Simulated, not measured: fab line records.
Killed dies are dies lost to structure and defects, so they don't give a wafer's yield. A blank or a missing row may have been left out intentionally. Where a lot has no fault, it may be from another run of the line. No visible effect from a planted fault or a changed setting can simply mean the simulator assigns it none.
Which tool did it? | flow n5-finfet | 11 lots with 33 wafers sampled at 2 steps, on a route of 1938 steps

## WHAT THE GAUGES READ, wafer by wafer
N5_SD_EPI_P_EPI_MEAS_23.
lot  | measured    | on            | thk-nm (nm)
L522 | day 3 10:58 | film-metro-02 | 60.2 60.6 60.9
L523 | day 3 17:47 | film-metro-01 | 61.0 61.2 58.8
L524 | day 3 22:55 | film-metro-01 | 61.0 59.4 60.9
L525 | day 4 07:37 | film-metro-01 | 59.6 61.3 59.8
L527 | day 4 14:32 | film-metro-02 | 60.3 61.2 61.8
L528 | day 4 20:14 | film-metro-01 | 59.9 61.9 61.5
L531 | day 5 20:17 | film-metro-01 | 61.1 60.5 60.5
L536 | day 7 00:30 | film-metro-02 | 59.2 60.5 58.2
L541 | day 8 04:18 | film-metro-02 | 60.6 61.0 57.9
L543 | day 8 21:23 | film-metro-02 | 60.6 61.4 60.6
L545 | day 9 04:25 | film-metro-02 | 60.6 59.0 59.6

## WHAT TOOL EACH LOT RAN ON (gives the tool, then ch and the chambers of the sampled wafers, and finally the start)
lot  | N5_SD_EPI_P_STRIP_40
L522 | plasma-asher-01 ch 0,1, day 3 08:16
L523 | plasma-asher-02 ch 0,1, day 3 14:14
L524 | plasma-asher-01 ch 0,1, day 3 20:12
L525 | plasma-asher-01 ch 0,1, day 4 04:04
L527 | plasma-asher-01 ch 1, day 4 11:49
L528 | plasma-asher-01 ch 0,1, day 4 17:31
L531 | plasma-asher-02 ch 0,1, day 5 16:45
L536 | plasma-asher-02 ch 0, day 6 20:57
L541 | plasma-asher-01 ch 0,1, day 8 01:32
L543 | plasma-asher-02 ch 1, day 8 17:49
L545 | plasma-asher-01 ch 0,1, day 9 01:43
- N5_SD_EPI_P_STRIP_40: strips in N2/H2.

## THE ANSWER, worked out from the rows above alone
Rule: the lots themselves supply what counts as usual. Put in order of their means at a reading, lots are off if they are a third of the lots or fewer, leave a main group of 4 or more, and stand apart from it by a gap of 3 or more times the standard deviation of the main group's means; of several such gaps the widest counts. A main group whose means are all the same, to the digits that the tables above print for the reading, isn't used. Also off: a lot with no number at a reading for which 4 or more lots have one. All remaining lots with rows at the step are treated as sound.
Across all readings shown, no lot is off: no conclusion can be drawn from this.

## WHAT HAD BEEN PUT IN BY THE SIMULATOR
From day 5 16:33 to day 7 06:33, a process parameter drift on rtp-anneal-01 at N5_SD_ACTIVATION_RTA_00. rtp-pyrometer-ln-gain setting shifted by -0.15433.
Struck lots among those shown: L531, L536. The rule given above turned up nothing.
